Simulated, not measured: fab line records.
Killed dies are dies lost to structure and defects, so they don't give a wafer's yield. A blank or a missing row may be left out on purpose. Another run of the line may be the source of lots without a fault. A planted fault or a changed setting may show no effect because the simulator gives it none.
Matching of chambers + flow n5 finfet + N5_BEOL_M0_SAQP_SPACER1_ALD_98 on ald sin-02 has 4 sister chambers
The step deposits SiO2, target thk 12.8 nm, pulse time 1 s, purge time 2 s. 7 wafers are shown with their chamber, then 10 later ones without.

WAFERS WITH THEIR CHAMBER
| wafer  | chamber | heater power w (W) | precursor pulse height rel |
|--------|---------|--------------------|----------------------------|
| L077.4 | 3       | 478                | 1.013                      |
| L082.4 | 3       | 466                | 1.014                      |
| L085.1 | 0       | 539                | 1.004                      |
| L085.3 | 2       | 452                | 1.007                      |
| L085.5 | 1       | 421                | 1.010                      |
| L086.1 | 2       | 452                | 0.998                      |
| L086.2 | 1       | 409                | 0.979                      |

WAFERS WITHOUT THEIR CHAMBER
| wafer  | heater power w (W) | precursor pulse height rel |
|--------|--------------------|----------------------------|
| L086.6 | 474                | 1.004                      |
| L088.1 | 550                | 0.968                      |
| L088.2 | 421                | 1.012                      |
| L088.5 | 414                | 1.017                      |
| L090.1 | 537                | 0.996                      |
| L090.4 | 442                | 1.004                      |
| L090.5 | 445                | 1.015                      |
| L096.1 | 432                | 1.016                      |
| L096.2 | 549                | 0.996                      |
| L096.4 | 452                | 0.971                      |

CHAMBER TAKEN BY EACH
| wafer  | from the rows above     | in truth |
|--------|-------------------------|----------|
| L086.6 | 3                       | 3        |
| L088.1 | 0                       | 0        |
| L088.2 | 1                       | 1        |
| L088.5 | 1                       | 1        |
| L090.1 | 0                       | 0        |
| L090.4 | 2                       | 2        |
| L090.5 | 2                       | 2        |
| L096.1 | can't be placed: 1 or 2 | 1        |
| L096.2 | 0                       | 0        |
| L096.4 | can't be placed: 2 or 3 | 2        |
Correctly placed: 8 of 10. These rows do not allow placing 2 (true chamber among the candidates in 2). Wrongly placed: 0.
How it was worked out, from the rows above alone: a wafer's distance from a chamber is the root of the sum, over the readings, of the square of ((its reading less the chamber's mean) divided by the reading's scatter). If the next closest chamber is less than 2 further off than the closest, the wafer can't be placed; otherwise it belongs to the closest. The mean given for a chamber averages the wafers shown for that chamber. The scatter: the root of (the sum of the squares of (reading less its chamber's mean) over the shown wafers, divided by (wafers less chambers)).
